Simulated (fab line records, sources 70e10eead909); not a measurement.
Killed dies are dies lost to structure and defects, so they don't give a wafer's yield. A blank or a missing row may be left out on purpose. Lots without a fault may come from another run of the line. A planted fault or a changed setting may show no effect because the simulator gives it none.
Chamber matching | flow nand_harc | NHARC_P_CONTACT_CMP_24 on cmp-04: 4 sister chambers
The step polishes, t overpolish 30 s, target thk 200 nm. 8 wafers are shown with their chamber, then 7 later ones without.

WAFERS WITH THEIR CHAMBER
wafer  | chamber | motor_current_A (A) | time_to_endpoint_s (s)
L482.4 | 3       | 14.2                | 39.3
L488.3 | 1       | 11.3                | 37.7
L488.6 | 2       | 14.6                | 33.7
L487.3 | 1       | 11.5                | 39.2
L487.4 | 2       | 13.8                | 32.7
L487.5 | 0       | 12.5                | 34.5
L489.1 | 0       | 12.0                | 33.9
L489.4 | 3       | 13.1                | 39.2

WAFERS WITHOUT THEIR CHAMBER
wafer  | motor_current_A (A) | time_to_endpoint_s (s)
L489.5 | 14.4                | 32.6
L497.1 | 11.2                | 38.7
L497.4 | 13.0                | 38.4
L497.5 | 13.6                | 36.2
L504.3 | 12.4                | 37.3
L504.4 | 14.7                | 34.4
L504.5 | 13.6                | 39.2

WHICH CHAMBER EACH WENT THROUGH
wafer  | from the rows above               | in truth
L489.5 | 2                                 | 2
L497.1 | 1                                 | 1
L497.4 | can't be placed: 3 or 1           | 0
L497.5 | can't be placed: 0 or 3 or 2 or 1 | 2
L504.3 | can't be placed: 1 or 3           | 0
L504.4 | 2                                 | 2
L504.5 | 3                                 | 3
Placed correctly: 4 of 7. Can't be placed from these rows: 3 (the true chamber is among the candidates in 1). Placed wrongly: 0.
How it was worked out, from the rows above alone: a wafer's distance from a chamber is the root of the sum, over the readings, of the square of ((its reading less the chamber's mean) divided by the reading's scatter). The wafer belongs to the nearest chamber; if the next one is less than 2 further off, it can't be placed. A chamber's mean is the mean of its shown wafers. The scatter: the root of (the sum of the squares of (reading less its chamber's mean) over the shown wafers, divided by (wafers less chambers)).
